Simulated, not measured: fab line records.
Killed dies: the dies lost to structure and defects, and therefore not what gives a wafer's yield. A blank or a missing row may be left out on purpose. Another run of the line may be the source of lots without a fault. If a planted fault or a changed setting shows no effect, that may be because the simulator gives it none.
A lot that was struck, set against a sound lot -- flow nand_harc -- 16 out of 1302 route steps
Sound: these wafers, L798.2, L798.4, L798.6. Struck: wafer L809.6 (left out: L809.1, L809.4 of the same lot, which were not struck); the cause appears at the end.
At each step with rows: each side's tool, then ch and its chambers, then its first start. Under that, the readings that differ: sound wafers -- struck wafers -- difference of the means -- sigmas: that difference in standard deviations of wafers without a fault.
alike: same words and numbers on both sides, and readings whose means sit less than 2 such deviations apart. not compared: any withheld reading, any reading some wafer has no value for, any bound like >300 that may hide the same value, and any number with overlapping values for which the record gives no deviation.
The two part at a step that has a row with sigmas, a row that says differs or no value, or rows on one side only. Numbers that don't overlap but have no deviation are shown without sigmas and don't part them. A reading that every wafer of one side lacks parts them only if that side has two wafers or more.

NHARC_A_DECK1_JOINT_INSPECT_05:
  sound on defect_inspect-02, day 13 11:57; struck on defect_inspect-01, day 18 19:24
reading,sound,struck,difference,sigmas
raw_defect_count,208 170 101,395,+235,+2
then, no rows for these wafers at 1 step: NHARC_A_ONON_D2_DEP_00 (target thk 1000 nm).
NHARC_A_ONON_D2_THK_MEAS_02: measures by ellipsometry.
  sound on film_metro-02, day 13 12:31; struck on film_metro-02, day 18 19:59
  alike: thk_nm
then, no rows for these wafers at 1 step: NHARC_A_ONON_D2_DEP_03 (target thk 1000 nm).
NHARC_A_ONON_D2_THK_MEAS_05: measures by ellipsometry.
  sound on film_metro-01, day 13 13:05; struck on film_metro-02, day 18 20:33
  alike: thk_nm
then, no rows for these wafers at 1 step: NHARC_A_ONON_D2_DEP_06 (target thk 1000 nm).
NHARC_A_ONON_D2_THK_MEAS_08: measures by ellipsometry.
  sound on film_metro-02, day 13 13:40; struck on film_metro-01, day 18 21:07
  alike: thk_nm
then, no rows for these wafers at 1 step: NHARC_A_ONON_D2_DEP_09 (target thk 1000 nm).
NHARC_A_ONON_D2_THK_MEAS_11: measures by ellipsometry.
  sound on film_metro-02, day 13 14:13; struck on film_metro-01, day 18 21:40
  alike: thk_nm
then, no rows for these wafers at 1 step: NHARC_A_ONON_D2_DEP_12 (target thk 1000 nm).
NHARC_A_ONON_D2_THK_MEAS_14: measures by ellipsometry.
  sound on film_metro-01, day 13 14:47; struck on film_metro-01, day 18 22:14
  alike: thk_nm
then, 1 step without rows for these wafers: NHARC_A_ONON_D2_ANNEAL_15 (time 3600 s).
NHARC_A_ONON_D2_DEP_16: target thk 1000 nm.
  sound on pecvd_onon-01 ch 0, day 13 22:26; struck on pecvd_onon-01 ch 0, day 19 05:24
NHARC_A_ONON_D2_THK_MEAS_18: measures by ellipsometry.
  sound on film_metro-01, day 13 22:54; struck on film_metro-01, day 19 05:55
reading,sound,struck,difference,sigmas
thk_nm (nm),979 980 980,443,-537,-49
then, no rows for these wafers at 1 step: NHARC_A_ONON_D2_DEP_19 (target thk 1000 nm).
-- the record jumps here: 11 days lie between the struck wafers' starts before and after (it left off in module A_ONON_D2 and takes up again in module END, whose first step shown is number 1302 of the route) --
NHARC_END_SORT_01:
  sound on prober-02 ch 0, day 25 13:19; struck on prober-01 ch 0, day 30 16:38
reading,sound,struck,difference,sigmas
killed_at_array,74 81 68,667,+593,+37
killed_at_periphery,2 1 2,10,+8,+3
killed_dies,76 82 70,677,+601,+38
  alike: killed_at_other, killed_open, killed_short

WHERE THEY PART
First at NHARC_A_DECK1_JOINT_INSPECT_05; last, within this record, at NHARC_END_SORT_01.

WHY: what had been put in by the simulator
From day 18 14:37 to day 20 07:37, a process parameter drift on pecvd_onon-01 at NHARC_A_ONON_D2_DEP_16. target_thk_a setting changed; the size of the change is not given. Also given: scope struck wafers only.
